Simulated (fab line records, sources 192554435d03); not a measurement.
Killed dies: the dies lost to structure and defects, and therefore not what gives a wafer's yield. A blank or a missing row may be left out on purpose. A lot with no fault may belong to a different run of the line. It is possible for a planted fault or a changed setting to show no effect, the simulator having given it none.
fab line records | flow n5_finfet
record: lots: 5 wafers: 12 last_day: 17
route steps=1938 shown HKMG_FIN@426 GATE_CUT@465 BEOL_M4@1111 PASSIVATION@1936
lots with no fault: from the same line, run without faults
start_h: hours from the record's first day to the start of the lot's first wafer shown | wait_h: hours since the lot's step before | " same as the row above | L1.1+2: one row covering several wafers at once | - no value, or no start was given | * or withheld: withheld | < > ~ a bound
route shown NAME@n: a module of which the file shows steps, and the number in the route of the first | usual: mean and standard deviation over wafers with no fault | same: alike in all rows | chamber/n: place in a boat | sites: per-site readings | _std_site: the values' standard deviation | _edge_site: inner sites' mean taken away from outer sites' mean | radius_mm: for every site, how far away it sits from the centre of the wafer | mask NAME#n: copy n | behind: the tool/chamber that last shaped the wafer | hold: cause of the lot's hold/its duration in hours/its outcome | device: whichever transistor did not switch (one of n, p or np) | end of line: the tests these same wafers got at the end of their route | a step without rows: its recipe alone | killed: count of dies lost to structure and defects at first sort (not the wafer's yield) | map: per-die view of a wafer (x killed, . not killed, _ where there is no die)
set.NAME: the setting the step ran with; set.NAME@STEP: the setting that earlier step ran with | model.NAME: the simulator's own value behind a step, which no gauge read
lots at selected steps of the route; one table per step, one row per wafer
services: the hour from which a tool's chamber was out of use, counted from the record's first day as start_h (under 0 if before that day), plus the number of hours and why
== steps ==
step: N5_HKMG_FIN_SOFTBAKE_07
recipe: temp_c: 110 time_s: 60 resist: CAR-ArF
step: N5_HKMG_FIN_EXPOSE_09
recipe: mask_id: NWFM na: 1.35 source_shape: conventional sigma_outer: 0.8 polarization: unpolarized dose_mj: 39.25
step: N5_HKMG_FIN_PEB_10
recipe: peb_temp_c: withheld peb_time_s: 60 resist: CAR-ArF
step: N5_HKMG_FIN_DEVELOP_11
recipe: develop_time_s: 30 developer: TMAH resist: CAR-ArF dev_temp_c: 23 rinse_liquid: diw dry: air_spin
step: N5_HKMG_FIN_DESCUM_17
recipe: chemistry: O2 time_s: 7.9 source_power_w: 50 bias_power_w: 20 pressure_mtorr: 20 rf_frequency_hz: 2.712e+07 temp_c: 40 resist: CAR-ArF o2_flow_sccm: 225
step: N5_HKMG_FIN_ETCH_31
recipe: chemistry: CF4 target: SiARC target_depth_a: 455 mask_material: CAR-ArF time_s: 75.8 ion_energy_ev: 80 pressure_mtorr: 40 source_w: 545 bias_w: 36 Ar_flow_sccm: 100 cf4_flow_sccm: 100 ends: cleared
step: N5_HKMG_FIN_ETCH_32
recipe: chemistry: N2/H2 target: SOC target_depth_a: 2400 temp_c: 40 time_s: 300 ion_energy_ev: 200 mask_material: SiARC pressure_mtorr: 30 source_w: 840 bias_w: 150 n2_flow_sccm: 200 h2_flow_sccm: 200
step: N5_HKMG_FIN_STRIP_33
recipe: chemistry: N2/H2 temp_c: 40 n2_flow_sccm: 200 h2_flow_sccm: 200 rf_frequency_hz: 6e+07
step: N5_HKMG_FIN_STRIP_34
recipe: chemistry: CF4 resist: SiARC power_w: 300 bias_power_w: 75 pressure_mtorr: 50 cf4_flow_sccm: 150 rf_frequency_hz: 6e+07
step: N5_HKMG_FIN_ETCH_35
recipe: chemistry: N2/H2 target: SOC target_depth_a: 2158 ion_energy_ev: 65 bias_w: 5 source_w: 3000 time_s: 243.4 pressure_mtorr: 30 n2_flow_sccm: 200 h2_flow_sccm: 200
usual: drypump_motor_current_A: 5.70/0.29 oes_product_au: 0.80/0.083 rf_vpp_V: 141.8/1 run_length_s: 266.6/0.46 showerhead_plenum_p_Torr: 2.56/0.073 throttle_valve_pct: 17.87/0.27
columns lot.wafer tool chamber start_h wait_h drypump_motor_current_A oes_product_au rf_hours_counter_h rf_vpp_V run_length_s showerhead_plenum_p_Torr throttle_valve_pct model.SOC_of_HKMG_FIN_COAT_29.thk_nm model.etch.depth_nm model.HKMG_FIN.feature_depth_nm
L401.2 rie_diel-06 3 130.73 0.0 6.06 0.84 81 141.0 267.0 2.57 17.60 87.2 214.3 214.4
L401.4 " 0 " " 5.56 0.84 34 141.6 266.8 2.51 17.70 91.4 208.8 208.8
L401.6 " 1 " " 5.93 0.70 - 142.3 267.4 2.61 17.98 81.4 219.8 219.8
L408.1 rie_diel-04 2 170.48 0.0 5.50 0.73 193 142.9 266.8 2.64 17.68 76.6 225.1 225
L408.2 " 1 " " 5.41 0.69 212 140.2 267.2 2.51 17.62 91.6 209.3 209.4
L408.4 " 3 " " 6.14 0.79 77 140.4 266.7 2.45 17.56 88 212.8 212.8
L409.4 rie_diel-06 1 175.88 0.0 5.93 0.69 251 143.3 266.5 2.60 18.00 80.2 221.1 221
L409.5 " 2 " " 5.67 0.86 - 142.3 191.2 2.55 17.86 143.8 158.4 158.4
L412.5 rie_diel-06 3 194.23 0.1 6.04 0.81 - 140.2 191.6 2.56 17.63 150.8 150 150
L412.6 " 0 " " 5.60 0.82 - 139.8 191.2 2.51 17.74 154.6 145.2 145.2
L414.4 rie_diel-06 0 208.16 0.1 5.56 0.81 - 141.5 266.6 2.50 17.75 91.2 208.4 208.4
L414.5 " 2 " " 5.64 0.85 - 141.8 190.8 2.54 17.88 141.6 159 159
step: N5_HKMG_FIN_STRIP_92
recipe: chemistry: N2/H2 material: SOC time_s: 20 power_w: 500 temp_c: 40 pressure_mtorr: 50 rf_frequency_hz: 6e+07 bias_power_w: 8 h2_frac: 0.5 n2_flow_sccm: 300 h2_flow_sccm: 300
usual: drypump_motor_current_A: 5.71/0.29 oes_product_au: 0.80/0.081 power_w: 500.1/1.5 rf_vpp_V: 54.3/0.81 showerhead_plenum_p_Torr: 3.38/0.093 throttle_valve_pct: 19.1/0.33
same: time_s: 20
columns lot.wafer tool chamber start_h wait_h drypump_motor_current_A oes_product_au power_w rf_hours_counter_h rf_vpp_V showerhead_plenum_p_Torr throttle_valve_pct model.SOC_of_HKMG_FIN_COAT_29.thk_nm
L401.2 rie_diel-06 3 130.88 0.1 6.07 0.85 500.3 81 55.0 3.39 18.6 76.8
L401.4 " 0 " " 5.57 0.82 502.0 34 52.5 3.32 19.4 82
L401.6 " 1 " " 5.92 0.70 499.9 - 54.9 3.44 19.0 71
L408.1 rie_diel-04 2 170.63 0.1 5.49 0.74 498.8 193 54.6 3.48 18.8 65.6
L408.2 " 1 " " 5.40 0.69 500.7 212 53.9 3.31 18.5 81.8
L408.4 " 3 " " 6.15 0.80 499.0 77 55.4 3.24 18.7 78
L409.4 rie_diel-06 1 176.03 0.1 5.93 0.69 500.1 251 54.1 3.43 19.0 69.8
L409.5 " 2 " " 5.69 0.85 500.7 - 55.1 3.37 19.0 132.8
L412.5 rie_diel-06 3 194.34 0.0 6.07 0.82 500.3 - 54.3 3.38 18.6 140.4
L412.6 " 0 " " 5.57 0.80 499.1 - 54.4 3.31 19.4 145
L414.4 rie_diel-06 0 208.26 0.0 5.50 0.80 503.3 - 53.7 3.31 19.4 81.6
L414.5 " 2 " " 5.68 0.84 500.1 - 55.6 3.36 19.1 130.8
step: N5_HKMG_FIN_WET_ETCH_18
recipe: chemistry: SC1 target: TiN mix: 1:1:5 temp_c: * time_s: 55 target_depth_nm: 5.2 dry: ipa_marangoni rinse_time_s: 30 rinse_temp_c: 23
step: N5_HKMG_FIN_STRIP_19
recipe: chemistry: N2/H2 power_w: 2500 temp_c: 300 h2_frac: 0.65 time_s: 360 pressure_mtorr: withheld n2_flow_sccm: 1750 h2_flow_sccm: 3250
step: N5_HKMG_FIN_ALD_91
recipe: material: TiN target_thk_a: 10 temp_c: 400 ald_precursor_family: TiCl4 ald_co_reactant: NH3 pulse_time_s: 1 purge_time_s: 3 co_reactant_purge_time_s: 2 co_reactant_pulse_time_s: 2 ald_cycles: 47 pressure_torr: 3
step: N5_HKMG_FIN_COAT_85
recipe: resist: SOC temp_c: 250 time_s: 60 spin_rpm: 1500 resist_thk_nm: 300
step: N5_HKMG_FIN_ETCH_86
recipe: chemistry: N2/H2 target: SOC target_depth_a: 3932 stop_on: TiN ion_energy_ev: 100 bias_w: 61 pressure_mtorr: 30 source_w: 850 n2_flow_sccm: 200 h2_flow_sccm: 200
step: N5_HKMG_FIN_STRIP_89
recipe: chemistry: N2/H2 material: SOC time_s: 20 power_w: 500 temp_c: 40 pressure_mtorr: 50 rf_frequency_hz: 6e+07 bias_power_w: 8 h2_frac: 0.5 n2_flow_sccm: 300 h2_flow_sccm: 300
step: N5_HKMG_FIN_WET_ETCH_87
recipe: chemistry: SC1 target: TiN mix: 1:2:40 temp_c: 50 time_s: 154.2 target_depth_nm: 4.7 dry: ipa_marangoni rinse_time_s: 30 rinse_temp_c: 23
step: N5_HKMG_FIN_STRIP_88
recipe: chemistry: N2/H2 power_w: 2500 temp_c: 300 h2_frac: 0.65 time_s: 360 pressure_mtorr: withheld n2_flow_sccm: 1750 h2_flow_sccm: 3250
step: N5_HKMG_FIN_NWFM_ALD_20
recipe: material: TiAlC target_thk_a: 20 temp_c: 300 ald_precursor_family: TiCl4 ald_co_reactant: TEA pulse_time_s: 3 purge_time_s: 2 co_reactant_purge_time_s: 2 co_reactant_pulse_time_s: 10 ald_cycles: 7 pressure_torr: 3
step: N5_HKMG_FIN_ALD_71
recipe: material: TiN target_thk_a: 10 temp_c: 400 ald_precursor_family: TiCl4 ald_co_reactant: NH3 pulse_time_s: 1 purge_time_s: 3 co_reactant_purge_time_s: 2 co_reactant_pulse_time_s: 2 ald_cycles: 47 pressure_torr: 3
step: N5_HKMG_FIN_COAT_66
recipe: resist: SOC temp_c: 250 time_s: 60 spin_rpm: 1500 resist_thk_nm: 300
step: N5_HKMG_FIN_ETCH_67
recipe: chemistry: N2/H2 target: SOC target_depth_a: 3889 stop_on: TiN ion_energy_ev: 100 bias_w: 61 pressure_mtorr: 30 source_w: 850 n2_flow_sccm: 200 h2_flow_sccm: 200
step: N5_HKMG_FIN_STRIP_90
recipe: chemistry: N2/H2 material: SOC time_s: 20 power_w: 500 temp_c: 40 pressure_mtorr: 50 rf_frequency_hz: 6e+07 bias_power_w: 8 h2_frac: 0.5 n2_flow_sccm: 300 h2_flow_sccm: 300
step: N5_HKMG_FIN_WET_ETCH_73
recipe: chemistry: SC1 mix: 1:2:40 temp_c: 50 time_s: 42.3 target_depth_nm: 1.3 dry: ipa_marangoni rinse_time_s: 30 rinse_temp_c: 23
step: N5_HKMG_FIN_ETCHBACK_68
recipe: chemistry: Cl2/Ar stop_on: HfO2 target_depth_a: 5 pressure_mtorr: 10 icp_w: 600 bias_w: 60 Cl2_flow_sccm: 40 Ar_flow_sccm: 60
step: N5_HKMG_FIN_STRIP_69
recipe: chemistry: N2/H2 power_w: 2500 temp_c: 300 h2_frac: 0.65 time_s: 360 pressure_mtorr: withheld n2_flow_sccm: 1750 h2_flow_sccm: 3250
step: N5_HKMG_FIN_ALD_21
recipe: material: TiN target_thk_a: 15 temp_c: 400 ald_precursor_family: TiCl4 ald_co_reactant: NH3 pulse_time_s: 1 purge_time_s: 3 co_reactant_purge_time_s: 2 co_reactant_pulse_time_s: 2 ald_cycles: 68 pressure_torr: 3
step: N5_HKMG_FIN_ALD_72
recipe: material: W target_thk_a: 20 temp_c: 300 pressure_torr: 7.5 ald_precursor_family: WF6 ald_co_reactant: B2H6 pulse_time_s: 1 purge_time_s: 2 co_reactant_purge_time_s: 2 co_reactant_pulse_time_s: 3 ald_cycles: 7
step: N5_HKMG_FIN_W_FILL_22
recipe: material: W target_thk_a: 600 temp_c: 400 pressure_torr: 39.4 time_s: 18.2
step: N5_HKMG_FIN_PRECLEAN_83
recipe: chemistry: DIW time_s: 57.5 temp_c: 23
step: N5_HKMG_FIN_SRD_84
recipe: dry_time_s: 32 dry: n2_spin spin_rpm: 1500
step: N5_HKMG_FIN_CMP_23
recipe: stop_on: SiNx t_overpolish_s: 10 post_cmp_clean: rinse_only down_force_psi: 4 platen_rpm: 50.289 pad_velocity_m_s: 1.0006 target_thk_nm: 46.326
step: N5_HKMG_FIN_CMP_94
recipe: stop_on: SiNx post_cmp_clean: w_dilute_nh4oh t_overpolish_s: 4.7 down_force_psi: 4 platen_rpm: 50.289 pad_velocity_m_s: 1.0006 target_thk_nm: 43.299
step: N5_GATE_CUT_ETCHBACK_00
recipe: chemistry: SF6/Cl2 target: W pressure_mtorr: 8 icp_w: 900 bias_w: 80 SF6_flow_sccm: 40 Cl2_flow_sccm: 60
step: N5_GATE_CUT_ETCH_56
recipe: chemistry: Cl2/Ar target: TiN target_depth_a: 216 pressure_mtorr: 10 icp_w: 600 bias_w: 60 Cl2_flow_sccm: 40 Ar_flow_sccm: 60
step: N5_GATE_CUT_ETCHBACK_30
recipe: chemistry: Cl2/Ar target: TiN target_depth_a: 30 mode: isotropic pressure_mtorr: 10 icp_w: 600 bias_w: 60 Cl2_flow_sccm: 40 Ar_flow_sccm: 60
step: N5_BEOL_M4_RC_MEAS_101
usual: DIBL_N: 36.0/2.2 DIBL_P: 35.9/2.6 IOFF_N: 0.16/0.038 IOFF_N_LONG: 5.5e-05/2.8e-06 IOFF_P: 0.21/0.042 ION_N: 675/15 ION_P: 463/10 SS_N: 71.5/0.62 SS_P: 73.2/0.76 VT_N: 250/4.1 VT_N_LONG: 275.0/2.2 VT_N_LVT: 99/3.8 VT_P: -251/3.6
columns lot.wafer tool chamber start_h wait_h DIBL_N[mV/V] DIBL_P[mV/V] IOFF_N[nA/um] IOFF_N_LONG[nA/um] IOFF_P[nA/um] ION_N[uA/um] ION_P[uA/um] SS_N[mV/dec] SS_P[mV/dec] VT_N[mV] VT_N_LONG[mV] VT_N_LVT[mV] VT_P[mV]
L401.2 prober-02 0 216.01 0.2 37.0 34.9 0.14 5.04e-05 0.16 671 449 71.9 73.1 254 277.4 104 -257
L401.4 " 0 " " 36.9 36.5 0.16 5.04e-05 0.19 683 458 72.4 73.1 252 278.2 101 -256
L401.6 " 0 " " 34.9 33.9 0.11 4.86e-05 0.15 661 445 71.1 73.0 256 278.9 106 -257
L408.1 prober-01 0 262.09 0.0 34.9 36.9 0.16 5.84e-05 0.23 678 471 70.9 73.9 248 274.0 94 -248
L408.2 " 0 " " 36.0 37.1 0.17 5.75e-05 0.23 681 461 71.4 73.7 244 271.9 93 -248
L408.4 " 0 " " 37.8 40.2 0.24 6.03e-05 0.28 723 484 72.0 74.1 239 270.2 89 -247
L409.4 prober-02 0 267.40 0.5 40.7 42.4 0.25 5.66e-05 0.32 700 477 72.1 74.5 241 271.4 90 -245
L409.5 " 0 " " 37.0 37.4 0.10 4.07e-05 0.24 486 457 71.7 73.2 262 286.8 112 -249
L412.5 prober-02 0 294.19 0.6 35.7 36.8 0.09 3.74e-05 0.21 483 456 71.4 73.1 267 288.9 114 -251
L412.6 " 0 " " 39.5 40.8 0.15 3.97e-05 0.29 523 482 72.5 75.1 260 291.3 106 -244
L414.4 prober-01 0 306.72 0.5 37.9 38.4 0.21 5.76e-05 0.23 669 453 72.2 73.3 249 272.7 93 -252
L414.5 " 0 " " 36.3 37.6 0.10 4.08e-05 0.21 506 463 72.1 73.5 261 287.3 109 -251
step: N5_PASSIVATION_PROBE_49
usual: defect_limited_yield: 91.4/1.6 killed_at_M0_to_M3: 35/10 killed_at_M4_up: 12/4.7 killed_at_contacts: 12/5.8 killed_at_front_end: 38/12 killed_at_other: 4/3.2 killed_dies: 102/18 killed_open: 68/14 killed_short: 32/8 sort_bin_5_function: 5.1/0.96 sort_bin_6_memory: 3.2/0.77 sort_bin_8_speed: 0.1/0.39 sort_n_pass: 1078/20 sort_yield_pct: 91.3/1.7
same: gross_dies: 1180 killed_at_back_side: 0 sort_bin_4_leakage[%]: 0
columns lot.wafer tool chamber start_h wait_h defect_limited_yield[%] killed_at_M0_to_M3 killed_at_M4_up killed_at_contacts killed_at_front_end killed_at_other killed_dies killed_open killed_short sort_bin_5_function[%] sort_bin_6_memory[%] sort_bin_8_speed[%] sort_n_pass sort_yield_pct[%]
L401.2 prober-01 - 325.68 0.1 92.1 36 19 3 34 1 93 64 29 4.7 3.1 0 1087 92.1
L401.6 prober-01 - 325.88 0.3 93.3 20 16 12 28 3 79 53 26 4.2 2.5 0 1101 93.3
L408.2 prober-02 - 370.31 0.1 91.0 30 14 21 35 6 106 77 29 5.2 3.7 0 1074 91.0
L409.5 prober-01 - 374.14 0.2 90.4 57 16 7 31 2 113 69 44 5.2 4.0 90.4 0 0
L412.5 prober-01 - 394.50 0.2 91.3 21 15 6 51 10 103 73 30 5.0 3.6 91.3 0 0
L412.6 prober-01 - 394.55 0.3 90.6 23 21 18 42 7 111 72 39 5.8 3.5 90.6 0 0
L414.5 prober-01 - 408.60 0.2 91.9 35 14 13 30 3 95 59 36 4.8 2.4 91.9 0 0
killed by level:class
L401.2 BEOL_M2:geometric_particle:open=14 STI_FIN_REVEAL:geometric_particle:open=8 GATE_CUT:geometric_particle:short=6 STARTING-WAFER:geometric_particle:open=6 BEOL_M0:geometric_particle:open=5 BEOL_M1:geometric_particle:open=5 BEOL_M2:geometric_particle:short=5 BEOL_M4:geometric_particle:open=5
L401.6 MOL_CONTACT_COAG:geometric_particle:open=9 BEOL_M4:geometric_particle:open=7 BEOL_M0_SAQP:geometric_particle:short=5 BEOL_M2:geometric_particle:open=5 BEOL_M6:geometric_particle:open=5 FIN_SAQP:geometric_particle:short=4 ILD0:geometric_particle:short=4 GATE_CUT:geometric_particle:short=4
L408.2 MOL_CONTACT_COAG:geometric_particle:open=17 FIN_SAQP:geometric_particle:open=9 BEOL_M4:geometric_particle:open=9 STI_FIN_REVEAL:geometric_particle:open=7 BEOL_M0_SAQP:geometric_particle:open=7 BEOL_M3:geometric_particle:open=6 FIN_SAQP:geometric_particle:short=5 DUMMY_GATE:geometric_particle:open=4
L409.5 BEOL_M0_SAQP:geometric_particle:open=12 BEOL_M0_SAQP:geometric_particle:short=12 BEOL_M1:geometric_particle:open=11 FIN_SAQP:geometric_particle:open=6 BEOL_M2:geometric_particle:open=6 FIN_SAQP:geometric_particle:short=5 BEOL_M1:geometric_particle:short=5 GATE_CUT:geometric_particle:short=4
L412.5 STI_FIN_REVEAL:geometric_particle:open=14 FIN_SAQP:geometric_particle:short=7 DUMMY_GATE:geometric_particle:open=7 MOL_CONTACT_COAG:geometric_particle:open=6 BEOL_M4:geometric_particle:open=6 BEOL_M3:geometric_particle:open=5 BEOL_M0_SAQP:geometric_particle:short=5 MIM_TOP:geometric_particle:open=5
L412.6 STI_FIN_REVEAL:geometric_particle:open=17 MOL_CONTACT_COAG:geometric_particle:open=13 BEOL_M4:geometric_particle:open=8 BEOL_M0_SAQP:geometric_particle:open=7 FIN_SAQP:geometric_particle:short=5 MOL_CONTACT_COAG:geometric_particle:short=5 BEOL_M3:geometric_particle:open=5 FIN_SAQP:geometric_particle:open=4
L414.5 BEOL_M2:geometric_particle:open=15 MOL_CONTACT_COAG:geometric_particle:open=10 GATE_CUT:geometric_particle:short=6 BEOL_M3:geometric_particle:open=6 BEOL_M4:geometric_particle:open=6 STARTING-WAFER:geometric_particle:short=5 FIN_SAQP:geometric_particle:short=4 BEOL_M1:geometric_particle:open=4
map L409.5 (x killed, . not)
_________________...x...xx.x.________________
______________.x....x...x......._____________
___________..x........x.......x....__________
__________xx........xx.........x...._________
________........x............xx......x_______
_______...x.........x..............x..x______
______.......x....x...........x.x......._____
_____......x.................x..x...x....____
____x.............x.......................___
___.x......................................__
___...........xx.........xx................__
__..x.......................x..x.......x...._
__......x..x..x...x..........x......x......x_
_......x.....................................
_.x...x......................x...........x...
_.........................................x..
_.........xx.....x..........x........x.......
_....x.....................x................x
_............x.x.............................
_......x...x..............x....xx.x..........
_......x....x.........x....x.....x..........x
__....x.........x..........x.x........x...x._
__...................x..........x........x.x_
___........x.....................x...x.....__
___..x...........x....x.......x....x.......__
____.....x........x......x...........xx...___
_____x.............................x.....____
______...............................x.._____
_______......xx.............x..........______
________......................x......._______
__________....................x....._________
___________...x......x...x.........__________
______________............x....._____________
_________________...........x________________
map L412.6 (x killed, . not)
_________________......x.x...________________
______________.............x...._____________
___________..............x.........__________
__________.x........x.x............._________
________...x.......x.................._______
_______..............x.................______
______.........x...........xx..........._____
_____..x.....x....x..x..............x....____
____........x.............x..............x___
___x.x......x.....x.x..............x.......__
___...x............x...........x.x.........__
__............x...x..............x.........._
__........x.........x..........x............_
_........x....x.......................xx.....
_..............x.....x.......x..x............
_.....x....................x...x.x...........
_................x.....x.....................
_......x....x.....x.xx................x......
_.....xxx..x...................xx....x.......
_x...x...................x..................x
_..x.....x...xxx.......x.xx..............x...
__.....x.......................x.......x...._
__........................x................._
___.........x.x.x..............x......x....__
___.............x..........................__
____..x.........x............x.x......x...___
_____..........x.........x....x...x......____
______......x.........x.......x........._____
_______.................xx..x.......x..______
________....x....x.........xx........._______
__________...x....x................._________
___________........x...............__________
______________............x....._____________
_________________............________________
== services ==
columns tool chamber start_h hours kind
rie_diel-06 0 155.65 13.1 repair
rie_diel-06 1 187.11 16.2 repair
rie_diel-04 1 204.77 9.1 repair
== key ==
first_sign: step: N5_HKMG_FIN_ETCH_35 reading: run_length_s direction: down sigmas: 99+ usual: * struck: *
effect: step: N5_BEOL_M4_RC_MEAS_101 reading: ION_N direction: down sigmas: 11 usual: 675 struck: 500
effect: step: N5_BEOL_M4_RC_MEAS_101 reading: VT_N_LONG direction: up sigmas: 6.2 usual: 275.0 struck: 288.6
effect: step: N5_BEOL_M4_RC_MEAS_101 reading: IOFF_N_LONG direction: down sigmas: 5.5 usual: 5.5e-05 struck: 3.97e-05
effect: step: N5_BEOL_M4_RC_MEAS_101 reading: VT_N_LVT direction: up sigmas: 3.1 usual: 99 struck: 110
effect: step: N5_BEOL_M4_RC_MEAS_101 reading: VT_N direction: up sigmas: 3 usual: 250 struck: 262
effect: step: N5_PASSIVATION_PROBE_49 reading: sort_bin_8_speed direction: up sigmas: 99+ usual: 0.1 struck: 91.1
model_effect: step: N5_HKMG_FIN_ETCH_35 value: SOC_of_HKMG_FIN_COAT_29.thk_nm without: 79.15 struck: 147.7
model_effect: step: N5_HKMG_FIN_STRIP_92 value: SOC_of_HKMG_FIN_COAT_29.thk_nm without: 68.8 struck: 137.2
met_at N5_HKMG_FIN_ETCH_35
struck_wafers L409.5,L412.5,L412.6,L414.5
onset_between 130.73 175.88
fault: kind: process_parameter_drift tool: rie_diel-06 chamber: - onset_h: 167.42 steps: N5_HKMG_FIN_ETCH_35 channel: time_s offset: * shape: step end_h: 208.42 scope: struck_wafers_only acts_in: * stated: *
